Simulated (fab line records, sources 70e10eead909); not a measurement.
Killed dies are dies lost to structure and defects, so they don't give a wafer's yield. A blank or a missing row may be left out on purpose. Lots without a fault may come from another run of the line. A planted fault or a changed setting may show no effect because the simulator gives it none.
Chamber matching | flow nand_harc | NHARC_A_CHANNEL_HOLE_D1_DEP_01 on pecvd-04: 3 sister chambers
The step deposits SiON, target thk 140 nm. 6 wafers are shown with their chamber, then 10 later ones without.

WAFERS WITH THEIR CHAMBER
wafer  | chamber | rf_fwd_power_W (W) | heater_power_w (W)
L077.6 | 1       | 347.2              | 648
L078.6 | 1       | 347.4              | 775
L085.3 | 2       | 349.4              | 776
L085.5 | 2       | 349.6              | 767
L090.1 | 0       | 347.2              | 747
L090.5 | 0       | 346.9              | 780

WAFERS WITHOUT THEIR CHAMBER
wafer  | rf_fwd_power_W (W) | heater_power_w (W)
L090.6 | 345.3              | 651
L092.1 | 349.2              | 785
L092.2 | 347.8              | 719
L092.5 | 347.9              | 732
L096.1 | 347.8              | 703
L096.4 | 348.5              | 744
L096.5 | 348.0              | 719
L097.1 | 348.0              | 721
L097.2 | 346.3              | 692
L097.3 | 347.6              | 717

WHICH CHAMBER EACH WENT THROUGH
wafer  | from the rows above     | in truth
L090.6 | can't be placed: 0 or 1 | 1
L092.1 | 2                       | 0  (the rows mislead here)
L092.2 | can't be placed: 1 or 0 | 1
L092.5 | can't be placed: 1 or 0 | 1
L096.1 | can't be placed: 1 or 0 | 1
L096.4 | can't be placed: 2 or 1 | 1
L096.5 | can't be placed: 1 or 0 | 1
L097.1 | can't be placed: 1 or 0 | 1
L097.2 | can't be placed: 0 or 1 | 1
L097.3 | can't be placed: 1 or 0 | 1
Placed correctly: 0 of 10. Can't be placed from these rows: 9 (the true chamber is among the candidates in 9). Placed wrongly: 1.
How it was worked out, from the rows above alone: a wafer's distance from a chamber is the root of the sum, over the readings, of the square of ((its reading less the chamber's mean) divided by the reading's scatter). The wafer belongs to the nearest chamber; if the next one is less than 2 further off, it can't be placed. A chamber's mean is the mean of its shown wafers. The scatter: the root of (the sum of the squares of (reading less its chamber's mean) over the shown wafers, divided by (wafers less chambers)).
